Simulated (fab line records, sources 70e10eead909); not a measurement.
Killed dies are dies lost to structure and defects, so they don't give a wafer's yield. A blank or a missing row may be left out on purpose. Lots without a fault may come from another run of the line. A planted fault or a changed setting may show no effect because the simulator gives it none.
Which tool did it? | flow nand_harc | 12 lots, 36 wafers sampled, at 6 steps of a route of 1159

WHAT THE GAUGES READ, wafer by wafer
NHARC_A_ONON_D1_THK_MEAS_24: measures by ellipsometry.
lot  | measured     | on            | thk_nm (nm)
L360 | day 8 04:56  | film_metro-01 | 990 991 993
L359 | day 8 04:55  | film_metro-02 | 1003 1004 1004
L362 | day 9 00:58  | film_metro-01 | 989 991 990
L364 | day 9 00:58  | film_metro-01 | 1009 1007 1006
L365 | day 9 11:59  | film_metro-02 | 1007 1006 1005
L367 | day 10 01:52 | film_metro-01 | 997 998 997
L369 | day 11 02:46 | film_metro-02 | 992 992 993
L374 | day 11 19:11 | film_metro-02 | 1002 1003 1863
L373 | day 11 19:01 | film_metro-01 | 998 1000 1000
L377 | day 12 09:35 | film_metro-02 | 1005 1004 1867
L381 | day 13 20:32 | film_metro-02 | 1003 1004 1004
L382 | day 13 20:36 | film_metro-02 | 988 990 989

NHARC_A_CHANNEL_HOLE_D1_OVL_MEAS_11.
lot  | measured     | on         | overlay_x_nm (nm) | overlay_y_nm (nm)
L360 | day 8 11:40  | overlay-02 | 0.0 0.2 0.6       | -1.5 -1.2 -1.0
L359 | day 8 09:50  | overlay-02 | 0.6 0.9 0.9       | -0.4 -0.3 -1.0
L362 | day 9 05:28  | overlay-01 | -0.7 -0.3 -0.7    | -0.1 0.2 -0.5
L364 | day 9 06:32  | overlay-02 | -0.4 -0.1 -0.7    | 1.6 0.8 0.7
L365 | day 9 16:37  | overlay-02 | 1.0 0.4 0.7       | -0.8 -1.1 -0.1
L367 | day 10 07:47 | overlay-01 | 0.4 0.5 0.2       | -1.0 -0.3 -0.6
L369 | day 11 08:14 | overlay-01 | -1.2 -2.1 -1.9    | 0.4 0.4 0.1
L374 | day 12 00:42 | overlay-01 | -1.4 -1.0         | -1.1 -1.2
L373 | day 11 23:23 | overlay-02 | -0.2 -0.1 0.2     | 0.3 0.1 -0.1
L377 | day 12 14:47 | overlay-02 | -0.8 -1.1         | -0.3 -0.2
L381 | day 14 01:49 | overlay-02 | 1.1 0.8 1.4       | 1.2 0.7 0.7
L382 | day 14 02:43 | overlay-02 | 0.9 0.7 1.1       | 0.1 0.4 0.8

NHARC_END_SORT_01.
lot  | measured     | on        | killed_at_array | killed_at_other | killed_at_periphery | killed_dies | killed_open | killed_short
L360 | day 19 11:36 | prober-01 | 26 22 24        | 1 0 0           | 2 4 1               | 29 26 25    | 4 3 4       | 2 2 0
L359 | day 19 15:49 | prober-02 | 30 28 30        | 0 1 0           | 3 1 0               | 33 30 30    | 4 2 1       | 3 1 4
L362 | day 20 04:07 | prober-01 | 28 31 34        | 1 1 0           | 1 3 0               | 30 35 34    | 3 4 5       | 0 1 0
L364 | day 19 19:31 | prober-01 | 22 28 27        | 1 0 0           | 5 2 3               | 28 30 30    | 5 2 4       | 3 2 3
L365 | day 20 13:37 | prober-02 | 12 12 11        | 1 0 1           | 3 6 1               | 16 18 13    | 4 5 2       | 3 0 1
L367 | day 21 11:10 | prober-01 | 39 33 42        | 0 1 0           | 1 0 0               | 40 34 42    | 3 4 2       | 2 3 3
L369 | day 22 11:32 | prober-01 | 15 18 21        | 1 0 2           | 6 2 1               | 22 20 24    | 3 3 4       | 0 1 2
L374 | day 23 16:34 | prober-02 | 25 23 674       | 1 0 0           | 1 2 3               | 27 25 677   | 6 5 4       | 3 3 1
L373 | day 23 04:35 | prober-01 | 23 30 20        | 0 1 1           | 0 1 0               | 23 32 21    | 3 2 0       | 2 0 3
L377 | day 23 04:33 | prober-02 | 46 28 672       | 0 0 0           | 6 8 5               | 52 36 677   | 4 2 5       | 2 1 3
L381 | day 24 22:55 | prober-02 | 28 38 27        | 1 0 0           | 6 8 4               | 35 46 31    | 4 5 1       | 2 5 5
L382 | day 24 20:50 | prober-01 | 29 30 27        | 2 1 3           | 7 13 4              | 38 44 34    | 4 3 0       | 3 2 1

WHICH TOOL RAN EACH LOT (tool, then ch and the chambers of the sampled wafers, then the start)
lot  | NHARC_A_ZERO_WELL_ETCH_19          | NHARC_A_ONON_D1_DEP_22           | NHARC_A_ONON_D1_DEP_33
L360 | rie_diel-11 ch 0,1,3, day 6 20:14  | pecvd_onon-04 ch 0, day 8 04:25  | pecvd-01 ch 1,2, day 8 06:11
L359 | rie_diel-11 ch 0,1, day 6 23:03    | pecvd_onon-03 ch 0, day 8 04:25  | pecvd-03 ch 0,1,2, day 8 06:10
L362 | rie_diel-06 ch 1,2,3, day 7 14:50  | pecvd_onon-02 ch 0, day 9 00:31  | pecvd-03 ch 1,2, day 9 02:10
L364 | rie_diel-12 ch 0,2, day 7 15:26    | pecvd_onon-04 ch 0, day 9 00:28  | pecvd-01 ch 0,2, day 9 02:21
L365 | rie_diel-11 ch 2,3, day 8 01:53    | pecvd_onon-04 ch 0, day 9 11:35  | pecvd-02 ch 0,2, day 9 13:16
L367 | rie_diel-12 ch 1,2, day 8 17:08    | pecvd_onon-02 ch 0, day 10 01:25 | pecvd-01 ch 0,2, day 10 03:04
L369 | rie_diel-06 ch 0,1,2, day 9 13:55  | pecvd_onon-03 ch 0, day 11 02:16 | pecvd-03 ch 0,1,2, day 11 03:59
L374 | rie_diel-06 ch 2,3, day 10 08:52   | pecvd_onon-02 ch 0, day 11 18:43 | pecvd-01 ch 0,1,2, day 11 20:22
L373 | rie_diel-06 ch 0,2,3, day 10 10:35 | pecvd_onon-04 ch 0, day 11 18:34 | pecvd-03 ch 0,1,2, day 11 20:14
L377 | rie_diel-12 ch 0,1,2, day 10 22:38 | pecvd_onon-02 ch 0, day 12 09:08 | pecvd-01 ch 0,1,2, day 12 10:46
L381 | rie_diel-12 ch 0,2,3, day 12 09:48 | pecvd_onon-03 ch 0, day 13 20:01 | pecvd-02 ch 0,1, day 13 21:44
L382 | rie_diel-11 ch 0,1, day 12 10:23   | pecvd_onon-04 ch 0, day 13 20:04 | pecvd-03 ch 1,2, day 13 21:52
- NHARC_A_ZERO_WELL_ETCH_19: etches the open film in N2/H2, target depth 80 nm, overetch 24 nm, time 87.88 s.
- NHARC_A_ONON_D1_DEP_22: target thk 1000 nm.
- NHARC_A_ONON_D1_DEP_33: deposits SiO2, target thk 200 nm.

WHAT THE TOOLS THEMSELVES READ (means of the sampled wafers that have a number; where no wafer has one, the mark that the record gives instead)
NHARC_A_ZERO_WELL_ETCH_19.
lot  | tool        | drypump_motor_current_A (A) | oes_product_au (a.u.) | rf_vpp_V (V) | showerhead_plenum_p_Torr (Torr) | throttle_valve_pct (%)
L360 | rie_diel-11 | 5.6                         | 0.995                 | 429.5        | 1.99                            | 14.182
L359 | rie_diel-11 | 5.5                         | 0.990                 | 430.5        | 2.01                            | 14.164
L362 | rie_diel-06 | 5.6                         | 0.985                 | 432.8        | 2.12                            | 14.167
L364 | rie_diel-12 | 6.0                         | 0.990                 | 429.7        | 2.02                            | 14.175
L365 | rie_diel-11 | 5.7                         | 0.981                 | 428.8        | 1.96                            | 14.175
L367 | rie_diel-12 | 6.4                         | 0.998                 | 431.1        | 2.06                            | 14.172
L369 | rie_diel-06 | 5.5                         | 0.996                 | 432.6        | 2.11                            | 14.175
L374 | rie_diel-06 | 5.4                         | 0.995                 | 432.0        | 2.11                            | 14.174
L373 | rie_diel-06 | 5.3                         | 0.986                 | 432.1        | 2.09                            | 14.172
L377 | rie_diel-12 | 6.1                         | 0.992                 | 429.1        | 2.00                            | 14.166
L381 | rie_diel-12 | 6.2                         | 1.004                 | 431.6        | 2.09                            | 14.167
L382 | rie_diel-11 | 5.5                         | 0.991                 | 429.5        | 2.00                            | 14.170

NHARC_A_ONON_D1_DEP_22.
lot  | tool          | nh3_flow_sccm (sccm) | susceptor_temp_C (C)
L360 | pecvd_onon-04 | 500.9                | 399.86
L359 | pecvd_onon-03 | 500.6                | 400.11
L362 | pecvd_onon-02 | 498.5                | 399.93
L364 | pecvd_onon-04 | 500.9                | 399.91
L365 | pecvd_onon-04 | 500.1                | 400.13
L367 | pecvd_onon-02 | 499.7                | 400.03
L369 | pecvd_onon-03 | 500.5                | 400.05
L374 | pecvd_onon-02 | 498.4                | 400.22
L373 | pecvd_onon-04 | 499.7                | 399.87
L377 | pecvd_onon-02 | 499.9                | 399.88
L381 | pecvd_onon-03 | 500.9                | 400.12
L382 | pecvd_onon-04 | 499.7                | 400.17

NHARC_A_ONON_D1_DEP_33.
lot  | tool     | heater_power_w (W) | susceptor_temp_C (C) | throttle_valve_pct (%)
L360 | pecvd-01 | 580                | 400.12               | 16.4
L359 | pecvd-03 | 619                | 400.07               | 16.1
L362 | pecvd-03 | 531                | 399.85               | 16.1
L364 | pecvd-01 | 592                | 399.97               | 16.3
L365 | pecvd-02 | 573                | 400.10               | 15.8
L367 | pecvd-01 | 529                | 400.10               | 16.3
L369 | pecvd-03 | 593                | 399.83               | 16.1
L374 | pecvd-01 | 490                | 400.03               | 15.9
L373 | pecvd-03 | 589                | 400.03               | 16.2
L377 | pecvd-01 | 551                | 399.87               | 16.0
L381 | pecvd-02 | 495                | 400.18               | 16.0
L382 | pecvd-03 | 598                | 400.14               | 16.1

THE ANSWER, worked out from the rows above alone
Rule: what is usual is taken from the lots themselves. Put in order of their means at a reading, lots are off if they are a third of the lots or fewer, leave a main group of 4 or more, and stand apart from it by a gap of 3 or more times the standard deviation of the main group's means; of several such gaps the widest counts. A main group whose means are all the same, to the digits that the tables above print for the reading, isn't used. A lot without any number at a reading at which 4 lots or more have one is off too. The other lots that the step has rows for count as sound. The gauges are gone through in route order, then the tools' own readings, and for those a lot's mean is taken as printed above. The first step at which some lot is off is used, and at that step the reading that is off furthest; a lot without a number counts as furthest.
Off: L374, L377, at NHARC_A_ONON_D1_THK_MEAS_24 (thk_nm). The main group: mean 998 nm, standard deviation 6.6.
A tool fits if, at a process step before that reading, it ran every lot that is off, and no sound lot after the first of them. The gauges at NHARC_A_ONON_D1_THK_MEAS_24 aren't tried: what is off there is off at NHARC_END_SORT_01 too, on other tools, and a gauge's error can't cause that. One fits: pecvd_onon-02 at NHARC_A_ONON_D1_DEP_22. Its last sound lot is L367 (day 10 01:25), its first lot that is off L374 (day 11 18:43): a fault that began between those two fits.

WHAT THE SIMULATOR HAD PUT IN
Process parameter drift: pecvd_onon-02, from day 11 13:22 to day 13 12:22, at NHARC_A_ONON_D1_DEP_22. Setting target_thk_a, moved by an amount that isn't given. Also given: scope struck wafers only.
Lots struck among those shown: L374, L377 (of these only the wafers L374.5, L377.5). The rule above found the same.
